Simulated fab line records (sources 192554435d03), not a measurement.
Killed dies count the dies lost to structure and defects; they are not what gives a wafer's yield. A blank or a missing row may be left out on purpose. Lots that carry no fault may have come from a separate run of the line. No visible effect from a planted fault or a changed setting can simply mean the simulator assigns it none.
fab line records	flow n5_finfet
record: lots: 7	wafers: 39
route steps=1938 shown FIN_SAQP@130 MOL_CONTACT_COAG@559 BEOL_M1@751 BEOL_M4@1021 BEOL_M7@1299
start_h: start of the lot's first displayed wafer, in hours after the record's first day	wait_h: time in hours since the lot's previous step	" same as the row above	L1.1+2: several wafers, shown together as one row	- no value, or no start was given	* or withheld: withheld	< > ~ a bound
route shown NAME@n: NAME is a module with steps in the file, n the number in the route of the first one	usual: mean and standard deviation over wafers with no fault	same: alike in all rows	chamber/n: place in a boat	sites: each site's reading	_std_site: how widely they spread, as a standard deviation	_edge_site: mean of outer sites minus mean of inner sites	radius_mm: for every site, how far away it sits from the centre of the wafer	mask NAME#n: copy n	behind: the tool/chamber that last shaped the wafer	hold: cause of the lot's hold/its duration in hours/its outcome	device: transistor that didn't switch, given as n, p or np	end of line: at the end of the route, the tests of the same wafers	a step given without rows: its recipe and nothing more	killed: the dies lost at the first sort to structure and to defects; this is not the yield of the wafer	map: a wafer's dies, marking killed ones x, the rest . and places with no die _
set.NAME: the setting the step ran with; set.NAME@STEP: the setting that earlier step ran with	model.NAME: the simulator's own value behind a step, which no gauge read
lots with deliberately changed settings; one table per step, one row per wafer
== steps ==
step: N5_FIN_SAQP_ETCH_65
recipe: chemistry: CF4	target: SiO2	target_depth_a: 40	ion_energy_ev: 350	time_s: 4.4	pressure_mtorr: 10	icp_w: 800	bias_w: 400	cf4_flow_sccm: 80
lot.wafer	tool	chamber	start_h	wait_h	set.time_s	model.etch.depth_nm
L083.1	rie_si-06	1	81.03	0.1	4.4	4.002
L083.2	"	2	"	"	4.4	4.045
L083.3	"	0	"	"	3.212	2.948
L083.4	"	3	"	"	3.212	2.889
L083.5	"	1	"	"	3.212	2.914
L083.6	"	2	"	"	4.4	4.06
L085.1	rie_si-02	0	93.17	0.1	3.62	3.375
L085.2	"	1	"	"	4.4	3.959
L085.3	"	2	"	"	4.4	4.059
L085.4	"	3	"	"	3.62	3.267
L085.5	"	3	"	"	4.4	4.005
L085.6	"	0	"	"	3.62	3.382
L086.1	rie_si-02	0	97.14	0.1	4.4	4.105
L086.2	"	1	"	"	4.4	3.957
L086.3	"	3	"	"	6.386	5.784
L086.4	"	2	"	"	6.386	5.832
L086.5	"	1	"	"	4.4	3.972
L086.6	"	2	"	"	6.386	5.834
L087.1	rie_si-02	0	103.36	0.1	6.244	5.878
L087.2	"	2	"	"	6.244	5.726
L087.3	"	3	"	"	6.244	5.667
L087.4	"	1	"	"	4.4	4.005
L087.5	"	2	"	"	4.4	4.037
L087.6	"	3	"	"	4.4	3.988
L088.1	rie_si-06	0	108.84	0.1	4.4	3.993
L088.4	"	3	"	"	4.4	3.952
L088.5	"	1	"	"	4.4	4.011
L091.1	rie_si-03	2	133.45	0.1	2.208	2.004
L091.2	"	1	"	"	4.4	4.037
L091.3	"	3	"	"	4.4	4.068
L091.4	"	0	"	"	4.4	3.979
L091.5	"	3	"	"	2.208	2.025
L091.6	"	2	"	"	2.208	2.017
L095.1	rie_si-06	2	150.47	0.1	4.4	4.056
L095.2	"	3	"	"	4.4	3.993
L095.3	"	1	"	"	4.4	4.021
L095.4	"	0	"	"	4.4	4.026
L095.5	"	1	"	"	4.4	4.046
L095.6	"	0	"	"	4.4	4.003
step: N5_MOL_CONTACT_COAG_ALD_27
recipe: material: SiOC	target_thk_a: 170	temp_c: 400	ald_precursor_family: carbosiloxane	ald_co_reactant: H2-plasma	pulse_time_s: 1.5	time_s: 2720	purge_time_s: 2	co_reactant_purge_time_s: 2	ald_cycles: 340	pressure_torr: 2
lot.wafer	tool	chamber	start_h	wait_h	set.ald_cycles	model.SiOC_of_MOL_CONTACT_COAG_ALD_27.thk_nm
L083.1+2+4+5+6	ald_sin-02	0,2,0,2,1	158.17	0.0	340	16.8
L083.3	"	1	"	"	340	17
L085.1+2+3	ald_sin-04	1,3,0	169.15	2.1	340	17
L085.4+5+6	"	2,2,1	"	"	137	6.8
L086.1+2+4	ald_sin-04	0,3,2	174.67	0.0	340	17
L086.3+5+6	"	1,3,0	"	"	340	17.2
L087.1+4+5	ald_sin-02	1,3,0	180.32	1.2	340	17
L087.2+3+6	"	0,2,1	"	"	284	14.2
L088.1+4+5	ald_sin-01	2,3,2	180.76	0.8	340	17
L091.1+2+4+5+6	ald_sin-01	3,0,1,0,3	212.04	0.0	340	17
L091.3	"	2	"	"	340	16.8
L095.1+2+6	ald_sin-04	0,2,3	225.53	0.0	340	17
L095.3+4+5	"	3,1,0	"	"	142	7.2
step: N5_MOL_CONTACT_COAG_CMP_28
recipe: stop_on: SiNx	t_overpolish_s: 0.85	post_cmp_clean: alkaline_brush	down_force_psi: 4.15	platen_rpm: 51.8	pad_velocity_m_s: 1.0307	target_thk_nm: 14.522
lot.wafer	tool	chamber	start_h	wait_h	set.ald_cycles@MOL_CONTACT_COAG_ALD_27	model.SiOC_of_MOL_CONTACT_COAG_ALD_27.thk_nm
L083.1	cmp-03	1	159.74	0.8	340	13.2
L083.4	"	2	"	"	340	14.6
L083.2	"	3	"	"	340	14.2
L083.3+6	"	0,2	"	"	340	14
L083.5	"	1	"	"	340	13.6
L085.2	cmp-01	3	170.72	0.8	340	13.6
L085.3	"	0	"	"	340	15.6
L085.4+6+5	"	1,3,0	"	"	137	6.8
L085.1	"	2	"	"	340	15
L086.1+4	cmp-01	1,2	176.24	0.8	340	16
L086.3	"	3	"	"	340	14.2
L086.2	"	0	"	"	340	15.2
L086.5	"	1	"	"	340	15.6
L086.6	"	2	"	"	340	14.8
L087.4	cmp-01	1	181.90	0.8	340	15
L087.2+3+6	"	2,3,1	"	"	284	14.2
L087.1	"	0	"	"	340	15.6
L087.5	"	2	"	"	340	14
L088.1	cmp-04	3	182.33	0.8	340	13.8
L088.4	"	2	"	"	340	13
L088.5	"	3	"	"	340	14.6
L091.4+6	cmp-01	3	213.60	0.8	340	14.2
L091.3	"	0	"	"	340	15.6
L091.2	"	1	"	"	340	16
L091.1	"	2	"	"	340	14.6
L091.5	"	0	"	"	340	13.8
L095.3+4+5	cmp-01	2,1,2	227.10	0.8	142	7.2
L095.2	"	3	"	"	340	14.6
L095.1	"	0	"	"	340	15.6
L095.6	"	3	"	"	340	16.2
step: N5_MOL_CONTACT_COAG_ALD_123
recipe: material: SiNx	target_thk_a: 50	temp_c: 400	ald_precursor_family: SiH2I2	ald_co_reactant: N2/H2-plasma	pulse_time_s: 1	purge_time_s: 2	co_reactant_purge_time_s: 2	ald_cycles: 100	pressure_torr: 2
step: N5_MOL_CONTACT_COAG_VIA_ETCH_117
recipe: chemistry: C4F6/O2	target_depth_a: 400	overetch_a: 80	mask_material: SOC	target: SiO2	bias_w: 455	pressure_mtorr: 10	time_s: 26	source_w: 325	Ar_flow_sccm: 300	C4F6_flow_sccm: 10	O2_flow_sccm: 10	ion_energy_ev: 575.3	ends: end_point
step: N5_MOL_CONTACT_COAG_ETCH_124
recipe: chemistry: CH3F/O2	target: SiNx	target_depth_a: 65	mask_material: SOC	stop_on: SiOC	over_etch_frac: 0.3	ion_energy_ev: 120	pressure_mtorr: 30	source_w: 395	bias_w: 73	Ar_flow_sccm: 150	CH3F_flow_sccm: 30	O2_flow_sccm: 20	ends: end_point
step: N5_MOL_CONTACT_COAG_ETCH_48
recipe: chemistry: C4F6/O2	target_depth_a: 150	overetch_a: 45	mask_material: SOC	target: SiOC	bias_w: 465	pressure_mtorr: 10	time_s: 17	source_w: 335	Ar_flow_sccm: 300	C4F6_flow_sccm: 10	O2_flow_sccm: 10	ion_energy_ev: 576
lot.wafer	tool	chamber	start_h	wait_h	set.ald_cycles@MOL_CONTACT_COAG_ALD_27	model.etch.depth_nm
L083.1	rie_diel-04	2	162.96	0.0	340	13.27
L083.2	"	1	"	"	340	14.15
L083.3	"	0	"	"	340	14.07
L083.4	"	3	"	"	340	14.67
L083.5	"	1	"	"	340	13.67
L083.6	"	2	"	"	340	14.03
L085.1	rie_diel-03	0	176.61	0.0	340	15.01
L085.2	"	1	"	"	340	13.54
L085.3	"	2	"	"	340	15.63
L085.4	"	3	"	"	137	6.887
L085.5	"	1	"	"	137	6.871
L085.6	"	0	"	"	137	6.869
L086.1	rie_diel-03	3	182.36	0.0	340	16.06
L086.2	"	0	"	"	340	15.26
L086.3	"	2	"	"	340	14.21
L086.4	"	0	"	"	340	16.01
L086.5	"	3	"	"	340	15.63
L086.6	"	2	"	"	340	14.86
L087.1	rie_diel-01	3	191.50	0.0	340	15.68
L087.2	"	1	"	"	284	14.26
L087.3	"	2	"	"	284	14.18
L087.4	"	0	"	"	340	15.02
L087.5	"	2	"	"	340	13.96
L087.6	"	1	"	"	284	14.13
L088.1	rie_diel-03	2	193.06	0.0	340	13.73
L088.4	"	3	"	"	340	13.05
L088.5	"	0	"	"	340	14.62
L091.1	rie_diel-03	2	217.12	0.0	340	14.66
L091.2	"	1	"	"	340	15.91
L091.3	"	0	"	"	340	15.53
L091.4+6	"	0,1	"	"	340	14.23
L091.5	"	2	"	"	340	13.81
L095.1	rie_diel-01	3	231.18	0.0	340	15.52
L095.2	"	2	"	"	340	14.69
L095.3	"	0	"	"	142	7.12
L095.4	"	0	"	"	142	7.177
L095.5	"	3	"	"	142	7.128
L095.6	"	2	"	"	340	16.21
step: N5_BEOL_M1_ILD_DEP_00
recipe: material: SiOC	target_thk_a: 790	temp_c: 350	precursor: DEMS/O2	pressure_torr: 5	rf_w: 500	time_s: 15.3
lot.wafer	tool	chamber	start_h	wait_h	set.time_s	model.SiOC_of_BEOL_M1_ILD_DEP_00.thk_nm
L083.1	pecvd-02	1	190.81	0.0	9.931	51.8
L083.2	"	0	"	"	15.3	78.8
L083.3	"	2	"	"	9.931	52
L083.4	"	0	"	"	15.3	80
L083.5	"	2	"	"	9.931	52.4
L083.6	"	1	"	"	15.3	79.6
L085.1+2	pecvd-02	2,1	196.73	0.0	11.25	57.2
L085.3	"	0	"	"	15.3	78.6
L085.4	"	0	"	"	15.3	79.4
L085.5	"	2	"	"	11.25	58.4
L085.6	"	1	"	"	15.3	79.2
L086.1+3	pecvd-01	2,1	202.57	0.0	15.3	78.6
L086.2	"	0	"	"	15.3	78.8
L086.4	"	2	"	"	15.3	80.8
L086.5	"	0	"	"	15.3	79.8
L086.6	"	1	"	"	15.3	79
L087.1	pecvd-01	2	208.26	0.0	7.027	35.6
L087.2+3	"	0,1	"	"	15.3	77.6
L087.4+6	"	2,1	"	"	7.027	36
L087.5	"	0	"	"	15.3	79
L088.1	pecvd-03	1	211.13	0.0	15.3	78
L088.4	"	1	"	"	15.3	79.4
L088.5	"	2	"	"	15.3	80
L091.1	pecvd-02	1	235.27	0.0	15.3	79.2
L091.2	"	0	"	"	15.3	78.2
L091.3	"	2	"	"	23.57	120.2
L091.4	"	0	"	"	23.57	122.2
L091.5	"	2	"	"	23.57	123.2
L091.6	"	1	"	"	15.3	80.8
L095.1	pecvd-03	0	251.36	0.0	15.3	76.6
L095.2	"	2	"	"	15.3	78.2
L095.3	"	1	"	"	20.54	104
L095.4	"	2	"	"	15.3	78.8
L095.5	"	0	"	"	20.54	104.4
L095.6	"	1	"	"	20.54	104.8
step: N5_BEOL_M1_THK_MEAS_01
recipe: reads: SiOC_of_BEOL_M1_ILD_DEP_00
usual: M1_ILD_THK: 78.9/1
lot.wafer	tool	chamber	start_h	wait_h	set.time_s@BEOL_M1_ILD_DEP_00	M1_ILD_THK[nm]
L083.1	film_metro-02	-	190.88	0.0	9.931	51.9
L083.2	"	-	"	"	15.3	78.7
L083.3	"	-	"	"	9.931	51.9
L083.4	"	-	"	"	15.3	80.0
L083.5	"	-	"	"	9.931	52.5
L083.6	"	-	"	"	15.3	79.7
L085.1	film_metro-02	-	196.81	0.1	11.25	57.2
L085.2	"	-	"	"	11.25	57.2
L085.3	"	-	"	"	15.3	78.7
L085.4	"	-	"	"	15.3	79.4
L085.5	"	-	"	"	11.25	58.5
L085.6	"	-	"	"	15.3	79.3
L086.1	film_metro-02	-	202.64	0.0	15.3	78.7
L086.2	"	-	"	"	15.3	78.8
L086.3	"	-	"	"	15.3	78.6
L086.4	"	-	"	"	15.3	80.8
L086.5	"	-	"	"	15.3	79.8
L086.6	"	-	"	"	15.3	79.1
L087.1	film_metro-02	-	208.33	0.0	7.027	35.5
L087.2	"	-	"	"	15.3	77.5
L087.3	"	-	"	"	15.3	77.6
L087.4	"	-	"	"	7.027	36.1
L087.5	"	-	"	"	15.3	79.0
L087.6	"	-	"	"	7.027	36.0
L088.1	film_metro-02	-	211.50	0.3	15.3	77.9
L088.4	"	-	"	"	15.3	79.4
L088.5	"	-	"	"	15.3	80.1
L091.1	film_metro-02	-	235.34	0.0	15.3	79.1
L091.2	"	-	"	"	15.3	78.2
L091.3	"	-	"	"	23.57	120.3
L091.4	"	-	"	"	23.57	122.0
L091.5	"	-	"	"	23.57	123.2
L091.6	"	-	"	"	15.3	80.7
L095.1	film_metro-01	-	251.43	0.0	15.3	76.5
L095.2	"	-	"	"	15.3	78.2
L095.3	"	-	"	"	20.54	103.9
L095.4	"	-	"	"	15.3	78.7
L095.5	"	-	"	"	20.54	104.4
L095.6	"	-	"	"	20.54	104.7
step: N5_BEOL_M4_ILD_DEP_00
recipe: material: SiOC	target_thk_a: 790	temp_c: 350	precursor: DEMS/O2	pressure_torr: 5	rf_w: 500	time_s: 15.3
lot.wafer	tool	chamber	start_h	wait_h	set.time_s	model.SiOC_of_BEOL_M4_ILD_DEP_00.thk_nm
L083.1+3	pecvd-01	2,0	222.55	0.0	15.3	78
L083.2	"	1	"	"	15.3	78.4
L083.4+6	"	1,0	"	"	15.3	78.8
L083.5	"	2	"	"	15.3	79
L085.1	pecvd-01	2	225.15	0.0	15.3	78.4
L085.2	"	1	"	"	15.3	77.6
L085.3	"	0	"	"	15.3	78.6
L085.4	"	1	"	"	15.3	79.8
L085.5	"	2	"	"	15.3	80.4
L085.6	"	0	"	"	15.3	79.2
L086.1	pecvd-03	1	230.31	0.0	15.3	77.8
L086.2	"	2	"	"	6.904	35
L086.3	"	0	"	"	15.3	77
L086.4+6	"	0,2	"	"	6.904	35.6
L086.5	"	1	"	"	15.3	78.6
L087.1	pecvd-04	2	237.11	0.0	8.022	40.8
L087.2	"	0	"	"	8.022	41.8
L087.3+6	"	1	"	"	15.3	79.4
L087.4	"	2	"	"	15.3	79.6
L087.5	"	0	"	"	8.022	42.4
L088.1	pecvd-03	1	241.15	0.0	15.3	77.6
L088.4	"	2	"	"	15.3	79.2
L088.5	"	1	"	"	15.3	79
L091.1	pecvd-03	0	274.13	0.0	15.3	76.4
L091.2	"	1	"	"	20.74	104.2
L091.3	"	2	"	"	20.74	104.8
L091.4	"	1	"	"	15.3	78.8
L091.5	"	0	"	"	15.3	77.8
L091.6	"	2	"	"	20.74	105.8
L095.1	pecvd-01	1	288.11	0.0	15.3	76.8
L095.2	"	2	"	"	12.74	65.2
L095.3	"	0	"	"	15.3	77.2
L095.4	"	2	"	"	15.3	79.4
L095.5	"	0	"	"	12.74	66.2
L095.6	"	1	"	"	12.74	65.8
step: N5_BEOL_M4_THK_MEAS_01
recipe: reads: SiOC_of_BEOL_M4_ILD_DEP_00
usual: M4_ILD_THK: 78.6/0.96
lot.wafer	tool	chamber	start_h	wait_h	set.time_s@BEOL_M4_ILD_DEP_00	M4_ILD_THK[nm]
L083.1	film_metro-01	-	222.62	0.1	15.3	78.0
L083.2	"	-	"	"	15.3	78.4
L083.3	"	-	"	"	15.3	78.0
L083.4	"	-	"	"	15.3	78.8
L083.5	"	-	"	"	15.3	78.9
L083.6	"	-	"	"	15.3	78.8
L085.1	film_metro-02	-	225.22	0.0	15.3	78.4
L085.2	"	-	"	"	15.3	77.6
L085.3	"	-	"	"	15.3	78.6
L085.4	"	-	"	"	15.3	79.9
L085.5	"	-	"	"	15.3	80.4
L085.6	"	-	"	"	15.3	79.2
L086.1	film_metro-01	-	230.38	0.0	15.3	77.8
L086.2	"	-	"	"	6.904	35.0
L086.3	"	-	"	"	15.3	77.1
L086.4	"	-	"	"	6.904	35.6
L086.5	"	-	"	"	15.3	78.7
L086.6	"	-	"	"	6.904	35.6
L087.1	film_metro-01	-	237.18	0.0	8.022	40.8
L087.2	"	-	"	"	8.022	41.8
L087.3	"	-	"	"	15.3	79.4
L087.4	"	-	"	"	15.3	79.5
L087.5	"	-	"	"	8.022	42.2
L087.6	"	-	"	"	15.3	79.5
L088.1	film_metro-01	-	241.21	0.0	15.3	77.7
L088.4	"	-	"	"	15.3	79.2
L088.5	"	-	"	"	15.3	79.1
L091.1	film_metro-01	-	274.20	0.0	15.3	76.3
L091.2	"	-	"	"	20.74	104.1
L091.3	"	-	"	"	20.74	104.8
L091.4	"	-	"	"	15.3	78.9
L091.5	"	-	"	"	15.3	77.8
L091.6	"	-	"	"	20.74	105.7
L095.1	film_metro-02	-	288.18	0.0	15.3	76.7
L095.2	"	-	"	"	12.74	65.1
L095.3	"	-	"	"	15.3	77.2
L095.4	"	-	"	"	15.3	79.3
L095.5	"	-	"	"	12.74	66.2
L095.6	"	-	"	"	12.74	65.8
step: N5_BEOL_M7_DESCUM_33
recipe: chemistry: O2	time_s: 7	source_power_w: 50	bias_power_w: 20	pressure_mtorr: 20	rf_frequency_hz: 2.712e+07	temp_c: 40	resist: CAR-EUV	o2_flow_sccm: 225
lot.wafer	tool	chamber	start_h	wait_h	set.time_s	model.CAR-EUV_of_BEOL_M7_COAT_22.thk_nm	model.BEOL_M7.cd_nm
L083.1	rie_diel-06	3	255.12	0.2	3.363	27.8	39.8
L083.2+3	"	1,2	"	"	7	26	40.2
L083.4	"	0	"	"	7	26	40.4
L083.5+6	"	3,2	"	"	3.363	28	39.8
L085.1	rie_diel-06	3	260.67	0.0	4.567	27.4	39.8
L085.2	"	2	"	"	7	26.2	40
L085.3	"	0	"	"	4.567	27.2	39.6
L085.4	"	1	"	"	4.567	27.4	39.6
L085.5+6	"	2,3	"	"	7	26	40
L086.1+6	rie_diel-06	0,2	272.58	0.0	7	26	40
L086.2	"	1	"	"	3.51	27.8	39.6
L086.3+4	"	2,3	"	"	3.51	27.8	39.4
L086.5	"	3	"	"	7	26	39.8
L088.1+5	rie_diel-02	0,1	279.69	0.0	7	26	40
L088.4	"	2	"	"	7	26.2	40
L087.1+3+6	rie_diel-02	2,1,3	280.09	0.4	3.121	28	39.4
L087.2+5	"	0	"	"	7	26	39.8
L087.4	"	3	"	"	7	26.2	40
L091.1	rie_diel-05	2	311.25	0.6	7	26	40.2
L091.2+5	"	0,2	"	"	7	26.2	40.2
L091.3	"	3	"	"	3.96	27.6	40
L091.4	"	1	"	"	3.96	27.6	39.8
L091.6	"	1	"	"	3.96	27.6	39.6
L095.1	rie_diel-06	1	325.43	0.2	7	26.2	40
L095.2	"	3	"	"	5.662	26.8	39.6
L095.3+5	"	0,3	"	"	7	26	40
L095.4	"	2	"	"	5.662	26.8	39.8
L095.6	"	2	"	"	5.662	26.6	39.8
step: N5_BEOL_M7_ETCH_72
recipe: chemistry: N2/H2	target: underlayer	target_depth_a: 65	mask_material: CAR-EUV	time_s: 5.2	ion_energy_ev: 200	pressure_mtorr: 30	source_w: 840	bias_w: 150	n2_flow_sccm: 200	h2_flow_sccm: 200	ends: cleared
lot.wafer	tool	chamber	start_h	wait_h	set.time_s@BEOL_M7_DESCUM_33	model.CAR-EUV_of_BEOL_M7_COAT_22.thk_nm	model.BEOL_M7.cd_nm
L083.1	rie_diel-06	3	255.15	0.0	3.363	22	39.8
L083.2	"	1	"	"	7	20.2	40.2
L083.3+4	"	2,0	"	"	7	20.4	40.2
L083.5+6	"	3,2	"	"	3.363	22.2	39.8
L085.1	rie_diel-06	3	260.70	0.0	4.567	21.6	39.8
L085.2	"	2	"	"	7	20.6	40
L085.3	"	0	"	"	4.567	21.4	39.6
L085.4	"	1	"	"	4.567	21.6	39.6
L085.5+6	"	2,3	"	"	7	20.4	40
L086.1+5+6	rie_diel-06	0,3,2	272.61	0.0	7	20.4	40
L086.2	"	1	"	"	3.51	22	39.8
L086.3	"	2	"	"	3.51	22.2	39.6
L086.4	"	3	"	"	3.51	22	39.6
L088.1+4+5	rie_diel-02	0,2,1	279.72	0.0	7	20.4	40
L087.1	rie_diel-02	2	280.12	0.0	3.121	22.2	39.4
L087.2	"	0	"	"	7	20.2	39.8
L087.3	"	1	"	"	3.121	22.2	39.2
L087.4	"	3	"	"	7	20.4	40
L087.5	"	0	"	"	7	20.2	40
L087.6	"	3	"	"	3.121	22.4	39.4
L091.1+2+5	rie_diel-05	2,0,2	311.28	0.0	7	20.4	40.2
L091.3	"	3	"	"	3.96	21.8	40
L091.4	"	1	"	"	3.96	21.8	39.8
L091.6	"	1	"	"	3.96	21.8	39.6
L095.1+3+5	rie_diel-06	1,0,3	325.46	0.0	7	20.4	40
L095.2+4+6	"	3,2,2	"	"	5.662	21	39.8
step: N5_BEOL_M7_ETCH_65
recipe: chemistry: CF4	target: SiARC	target_depth_a: 156	mask_material: CAR-EUV	time_s: 26	ion_energy_ev: 80	pressure_mtorr: 40	source_w: 545	bias_w: 36	Ar_flow_sccm: 100	cf4_flow_sccm: 100	ends: cleared
lot.wafer	tool	chamber	start_h	wait_h	set.time_s@BEOL_M7_DESCUM_33	model.BEOL_M7.cd_nm
L083.1+5+6	rie_diel-06	3,3,2	255.17	0.0	3.363	39.8
L083.2+3	"	1,2	"	"	7	40.2
L083.4	"	0	"	"	7	40.4
L085.1	rie_diel-06	3	260.72	0.0	4.567	39.8
L085.2	"	2	"	"	7	40.2
L085.3+4	"	0,1	"	"	4.567	39.6
L085.5+6	"	2,3	"	"	7	40
L086.1+5+6	rie_diel-06	0,3,2	272.63	0.0	7	40.2
L086.2	"	1	"	"	3.51	39.8
L086.3+4	"	2,3	"	"	3.51	39.6
L088.1+4	rie_diel-02	0,2	279.74	0.0	7	40.2
L088.5	"	1	"	"	7	40
L087.1+3+6	rie_diel-02	2,1,3	280.14	0.0	3.121	39.4
L087.2+5	"	0	"	"	7	39.8
L087.4	"	3	"	"	7	40
L091.1+2+5	rie_diel-05	2,0,2	311.30	0.0	7	40.2
L091.3+4	"	3,1	"	"	3.96	39.8
L091.6	"	1	"	"	3.96	39.6
L095.1+3+5	rie_diel-06	1,0,3	325.48	0.0	7	40
L095.2	"	3	"	"	5.662	39.8
L095.4+6	"	2	"	"	5.662	40
step: N5_BEOL_M7_ETCH_66
recipe: chemistry: N2/H2	target: SOC	target_depth_a: 800	overetch_a: 160	mask_material: SiARC	temp_c: 40	time_s: 120	ion_energy_ev: 200	pressure_mtorr: 30	source_w: 840	bias_w: 150	n2_flow_sccm: 200	h2_flow_sccm: 200
lot.wafer	tool	chamber	start_h	wait_h	set.time_s@BEOL_M7_DESCUM_33	model.BEOL_M7.cd_nm
L083.1	rie_diel-06	3	255.20	0.0	3.363	39.6
L083.2+3	"	1,2	"	"	7	40
L083.4	"	0	"	"	7	40.2
L083.5	"	3	"	"	3.363	39.8
L083.6	"	2	"	"	3.363	39.4
L085.1	rie_diel-06	3	260.75	0.0	4.567	39.8
L085.2+5+6	"	2,2,3	"	"	7	40
L085.3+4	"	0,1	"	"	4.567	39.6
L086.1	rie_diel-06	0	272.66	0.0	7	40.2
L086.2	"	1	"	"	3.51	39.8
L086.3+4	"	2,3	"	"	3.51	39.6
L086.5+6	"	3,2	"	"	7	40
L088.1	rie_diel-02	0	279.77	0.0	7	40.2
L088.4+5	"	2,1	"	"	7	39.8
L087.1+6	rie_diel-02	2,3	280.17	0.0	3.121	39.4
L087.2+5	"	0	"	"	7	40
L087.3	"	1	"	"	3.121	39.2
L087.4	"	3	"	"	7	40.2
L091.1+5	rie_diel-05	2	311.33	0.0	7	40.2
L091.2	"	0	"	"	7	40.4
L091.3	"	3	"	"	3.96	40
L091.4	"	1	"	"	3.96	39.8
L091.6	"	1	"	"	3.96	39.6
L095.1+3+5	rie_diel-06	1,0,3	325.50	0.0	7	40.2
L095.2	"	3	"	"	5.662	39.8
L095.4+6	"	2	"	"	5.662	40
== key ==
split: step: N5_FIN_SAQP_ETCH_65	setting: time_s	stated: 4.4	by: wafer
response: step: N5_FIN_SAQP_ETCH_65	reading: model.etch.depth_nm	change: +0.0406	per: 1%	r: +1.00
split: step: N5_MOL_CONTACT_COAG_ALD_27	setting: ald_cycles	stated: 340	by: wafer
response: step: N5_MOL_CONTACT_COAG_ALD_27	reading: model.SiOC_of_MOL_CONTACT_COAG_ALD_27.thk_nm	change: +0.17	per: 1%	r: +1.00
response: step: N5_MOL_CONTACT_COAG_CMP_28	reading: model.SiOC_of_MOL_CONTACT_COAG_ALD_27.thk_nm	change: +0.134	per: 1%	r: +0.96
response: step: N5_MOL_CONTACT_COAG_ETCH_48	reading: model.etch.depth_nm	change: +0.134	per: 1%	r: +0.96
split: step: N5_BEOL_M1_ILD_DEP_00	setting: time_s	stated: 15.3	by: wafer
response: step: N5_BEOL_M1_ILD_DEP_00	reading: model.SiOC_of_BEOL_M1_ILD_DEP_00.thk_nm	change: +0.784	per: 1%	r: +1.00
response: step: N5_BEOL_M1_THK_MEAS_01	reading: M1_ILD_THK	change: +0.784	per: 1%	r: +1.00
split: step: N5_BEOL_M4_ILD_DEP_00	setting: time_s	stated: 15.3	by: wafer
response: step: N5_BEOL_M4_ILD_DEP_00	reading: model.SiOC_of_BEOL_M4_ILD_DEP_00.thk_nm	change: +0.777	per: 1%	r: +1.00
response: step: N5_BEOL_M4_THK_MEAS_01	reading: M4_ILD_THK	change: +0.778	per: 1%	r: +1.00
split: step: N5_BEOL_M7_DESCUM_33	setting: time_s	stated: 7	by: wafer
response: step: N5_BEOL_M7_DESCUM_33	reading: model.CAR-EUV_of_BEOL_M7_COAT_22.thk_nm	change: -0.0357	per: 1%	r: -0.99
response: step: N5_BEOL_M7_DESCUM_33	reading: model.BEOL_M7.cd_nm	change: +0.00917	per: 1%	r: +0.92
response: step: N5_BEOL_M7_ETCH_72	reading: model.CAR-EUV_of_BEOL_M7_COAT_22.thk_nm	change: -0.0339	per: 1%	r: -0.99
response: step: N5_BEOL_M7_ETCH_72	reading: model.BEOL_M7.cd_nm	change: +0.00883	per: 1%	r: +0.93
response: step: N5_BEOL_M7_ETCH_65	reading: model.BEOL_M7.cd_nm	change: +0.00957	per: 1%	r: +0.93
response: step: N5_BEOL_M7_ETCH_66	reading: model.BEOL_M7.cd_nm	change: +0.0104	per: 1%	r: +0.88
